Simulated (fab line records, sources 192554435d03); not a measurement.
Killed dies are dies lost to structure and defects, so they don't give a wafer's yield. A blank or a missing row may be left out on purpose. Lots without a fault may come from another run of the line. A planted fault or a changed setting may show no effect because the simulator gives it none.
Split-lot experiment | flow n5_finfet | 7 lots, 21 wafers read, on a route of 1938 steps

THE SPLIT
At N5_BEOL_M11_COAT_63 (time 60 s, resist thk 100 nm), the setting spin_rpm was moved away from the recipe's 1500 rpm on 4 of the 21 wafers read, by -8.5% to +9.8%. The other wafers ran this setting at the recipe's value.

The reading is taken at the split's own step.

THE READING
SOC_of_BEOL_M11_COAT_63.thk_nm (the simulator's own value, which no gauge read), in nm, at N5_BEOL_M11_COAT_63 (time 60 s, resist thk 100 nm). The file gives no usual value for it. The 17 wafers here that ran the recipe average 100.2 nm, standard deviation 0.25 nm.

wafer  | tool, chamber at the split | spin_rpm as run, rpm | against the recipe | SOC_of_BEOL_M11_COAT_63.thk_nm, nm | against lot-mates on the recipe
L076.1 | litho_track-05, 0          | 1500                 | recipe             | 100.2                              | -
L076.4 | litho_track-05, 0          | 1500                 | recipe             | 100.2                              | -
L076.6 | litho_track-05, 0          | 1500                 | recipe             | 100.4                              | -
L081.1 | litho_track-02, 0          | 1500                 | recipe             | 100.4                              | -
L081.3 | litho_track-02, 0          | 1500                 | recipe             | 100.4                              | -
L081.2 | litho_track-02, 0          | 1403                 | -6.5%              | 103.8                              | +3.4
L083.1 | litho_track-05, 0          | 1500                 | recipe             | 100.4                              | -
L083.4 | litho_track-05, 0          | 1500                 | recipe             | 100.4                              | -
L083.5 | litho_track-05, 0          | 1500                 | recipe             | 100.6                              | -
L088.1 | litho_track-01, 0          | 1500                 | recipe             | 100.6                              | -
L088.2 | litho_track-01, 0          | 1500                 | recipe             | 100                                | -
L088.3 | litho_track-01, 0          | 1629                 | +8.6%              | 96.4                               | -3.9
L089.3 | litho_track-02, 0          | 1373                 | -8.5%              | 104.8                              | +4.6
L089.4 | litho_track-02, 0          | 1500                 | recipe             | 100.2                              | -
L089.6 | litho_track-02, 0          | 1500                 | recipe             | 100.2                              | -
L096.1 | litho_track-05, 0          | 1500                 | recipe             | 100.2                              | -
L096.4 | litho_track-05, 0          | 1500                 | recipe             | 99.8                               | -
L096.6 | litho_track-05, 0          | 1500                 | recipe             | 99.8                               | -
L097.3 | litho_track-02, 0          | 1647                 | +9.8%              | 95.4                               | -4.5
L097.4 | litho_track-02, 0          | 1500                 | recipe             | 99.8                               | -
L097.6 | litho_track-02, 0          | 1500                 | recipe             | 100                                | -

THE FIT
A straight line over all 21 wafers: SOC_of_BEOL_M11_COAT_63.thk_nm changes by -0.502 nm for each +1% of spin_rpm; r = -0.99; the points scatter about the line by 0.28 nm.
The same after taking each lot's own level away (the mean of its wafers on the recipe; 21 wafers): -0.49 nm for each +1%; r = -0.99; scatter 0.2 nm.
On that fit, the largest move of spin_rpm shifts the reading by 4.8 nm.
The lots' own levels span 99.90 to 100.47 nm, that is 2.3 times the standard deviation above.
So the lot-to-lot level changes the slope little: the two slopes agree.
Check: with one of the wafers moved furthest among these (+9.8%) left out of the fit, the line predicts -4.88 nm for it against its lot-mates. It came out at -4.5 nm against them.

OTHER SPLITS ON THESE WAFERS
These wafers also went through other splits before the reading. Each is held against what the fit with the lots' levels taken away leaves over:
other split on the same wafers   | wafers away from the commonest value | r with SOC_of_BEOL_M11_COAT_63.thk_nm (lot level and that fit taken away)
N5_BEOL_M8_TRENCH_ETCH_37 time_s | 9                                    | +0.22
N5_BEOL_M9_TRENCH_ETCH_37 bias_w | 11                                   | -0.18
N5_BEOL_M10_ETCH_41 source_w     | 9                                    | +0.06

THE FILE'S OWN FIT
SOC_of_BEOL_M11_COAT_63.thk_nm changes by -0.489 nm for each +1% of spin_rpm, r = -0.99.
